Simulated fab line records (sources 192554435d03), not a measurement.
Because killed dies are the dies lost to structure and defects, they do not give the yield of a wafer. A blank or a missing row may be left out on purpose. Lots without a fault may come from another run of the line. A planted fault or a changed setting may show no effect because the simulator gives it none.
Split-lot trial | flow n5 finfet | 39 wafers read across 7 lots, on a route 1938 steps long

## ON THE SPLIT
At N5_BEOL_M7_PECVD_70 (deposits SiO2 from TEOS/O2, target thk 20 nm, time 22.7 s), the setting time s was moved away from the recipe's 22.7 s on 15 of the 39 wafers read, by -29.6% to +50.7%. The other wafers ran this setting at the recipe's value.

The split's own step is where the reading is taken.

## THE READING
SiO2_of_BEOL_M7_PECVD_70.thk nm (the simulator's own value, which no gauge read), in nm, at N5_BEOL_M7_PECVD_70 (deposits SiO2 from TEOS/O2, target thk 20 nm, time 22.7 s). The file does not state a usual value for it. The 24 wafers here that ran the recipe average 20.2 nm, standard deviation 0.22 nm.

wafer  | tool, chamber at the split | time s as run, s | against the recipe | SiO2_of_BEOL_M7_PECVD_70.thk nm, nm | against lot-mates on the recipe
L079.1 | pecvd-02, 0,2,1            | 34.22            | +50.7%             | 29.6                                | +9.3
L079.2 | pecvd-02, 0,2,1            | 34.22            | +50.7%             | 29.6                                | +9.3
L079.3 | pecvd-02, 0,2,1            | 34.22            | +50.7%             | 29.6                                | +9.3
L079.4 | pecvd-02, 1,0              | 22.7             | recipe             | 20.2                                | -
L079.6 | pecvd-02, 1,0              | 22.7             | recipe             | 20.2                                | -
L079.5 | pecvd-02, 2                | 22.7             | recipe             | 20.4                                | -
L078.1 | pecvd-03, 0                | 22.7             | recipe             | 20.2                                | -
L078.2 | pecvd-03, 1                | 22.7             | recipe             | 20                                  | -
L078.3 | pecvd-03, 1                | 18.86            | -16.9%             | 16.8                                | -3.4
L078.4 | pecvd-03, 0                | 18.86            | -16.9%             | 17                                  | -3.2
L078.5 | pecvd-03, 1                | 18.86            | -16.9%             | 17.2                                | -3.0
L078.6 | pecvd-03, 0                | 22.7             | recipe             | 20.4                                | -
L085.1 | pecvd-02, 0                | 22.7             | recipe             | 19.8                                | -
L085.2 | pecvd-02, 1                | 32.86            | +44.8%             | 28.6                                | +8.5
L085.3 | pecvd-02, 2                | 32.86            | +44.8%             | 28.4                                | +8.3
L085.4 | pecvd-02, 2                | 22.7             | recipe             | 20.2                                | -
L085.5 | pecvd-02, 1                | 22.7             | recipe             | 20.4                                | -
L085.6 | pecvd-02, 0                | 32.86            | +44.8%             | 29.4                                | +9.3
L087.1 | pecvd-01, 1                | 30.19            | +33.0%             | 26.6                                | +6.5
L087.2 | pecvd-01, 2                | 22.7             | recipe             | 19.8                                | -
L087.3 | pecvd-01, 0                | 22.7             | recipe             | 20                                  | -
L087.4 | pecvd-01, 2,0              | 30.19            | +33.0%             | 26.4                                | +6.3
L087.5 | pecvd-01, 2,0              | 30.19            | +33.0%             | 26.4                                | +6.3
L087.6 | pecvd-01, 1                | 22.7             | recipe             | 20.4                                | -
L088.1 | pecvd-01, 2                | 22.7             | recipe             | 19.8                                | -
L088.2 | pecvd-01, 0                | 22.7             | recipe             | 20                                  | -
L088.3 | pecvd-01, 1,0              | 22.7             | recipe             | 20.2                                | -
L088.4 | pecvd-01, 1,0              | 22.7             | recipe             | 20.2                                | -
L088.5 | pecvd-01, 2,1              | 22.7             | recipe             | 20.4                                | -
L088.6 | pecvd-01, 2,1              | 22.7             | recipe             | 20.4                                | -
L095.2 | pecvd-01, 2                | 22.7             | recipe             | 20.2                                | -
L095.3 | pecvd-01, 0                | 22.7             | recipe             | 20.4                                | -
L095.4 | pecvd-01, 1                | 22.7             | recipe             | 20.6                                | -
L097.1 | pecvd-03, 1,2              | 15.99            | -29.6%             | 14.4                                | -6.0
L097.2 | pecvd-03, 1,2              | 15.99            | -29.6%             | 14.4                                | -6.0
L097.3 | pecvd-03, 2,1,2            | 22.7             | recipe             | 20.4                                | -
L097.4 | pecvd-03, 2,1,2            | 22.7             | recipe             | 20.4                                | -
L097.6 | pecvd-03, 2,1,2            | 22.7             | recipe             | 20.4                                | -
L097.5 | pecvd-03, 1                | 15.99            | -29.6%             | 15                                  | -5.4
The file does not say which wafer passed through which chamber wherever a row lists several chambers: such a row stands for several wafers.

THE FIT
A straight line over all 39 wafers: SiO2_of_BEOL_M7_PECVD_70.thk nm changes by +0.189 nm for each +1% of time s; r = +1.00; the points scatter about the line by 0.25 nm.
The same after taking each lot's own level away (the mean of its wafers on the recipe; 39 wafers): +0.19 nm for each +1%; r = +1.00; scatter 0.25 nm.
On that fit, the largest move of time s shifts the reading by 9.7 nm.
Across the lots, their own levels run from 20.07 to 20.40 nm, a range of 1.5 times the standard deviation given above.
The two slopes are in agreement: the lot-to-lot level therefore moves the slope only a little.
Check: for one of the wafers moved furthest among these (+50.7%), held out of the fit, the line's prediction against its lot-mates is +9.69 nm. It came out at +9.33 nm against them.

## OTHER SPLITS APPLIED TO THESE WAFERS
Note: prior to the reading, these wafers also went through further splits. Each is held against what the fit with the lots' levels taken away leaves over:
other split on the same wafers        | wafers away from the commonest value | r with SiO2_of_BEOL_M7_PECVD_70.thk nm (lot level and that fit taken away)
N5_FIN_SAQP_PECVD_06 time s           | 15                                   | -0.20
N5_FIN_SAQP_SPACER1_ALD_24 ald cycles | 15                                   | -0.02
N5_SD_EPI_P_EPI_21 time s             | 12                                   | -0.15
N5_GATE_CUT_ALD_22 ald cycles         | 15                                   | -0.15
N5_MOL_CONTACT_COAG_ALD_27 ald cycles | 18                                   | -0.05
N5_BEOL_M4_CVD_47 target thk a        | 15                                   | +0.15

## THE FILE'S OWN FIT
SiO2_of_BEOL_M7_PECVD_70.thk nm changes by +0.19 nm for each +1% of time s, r = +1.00.
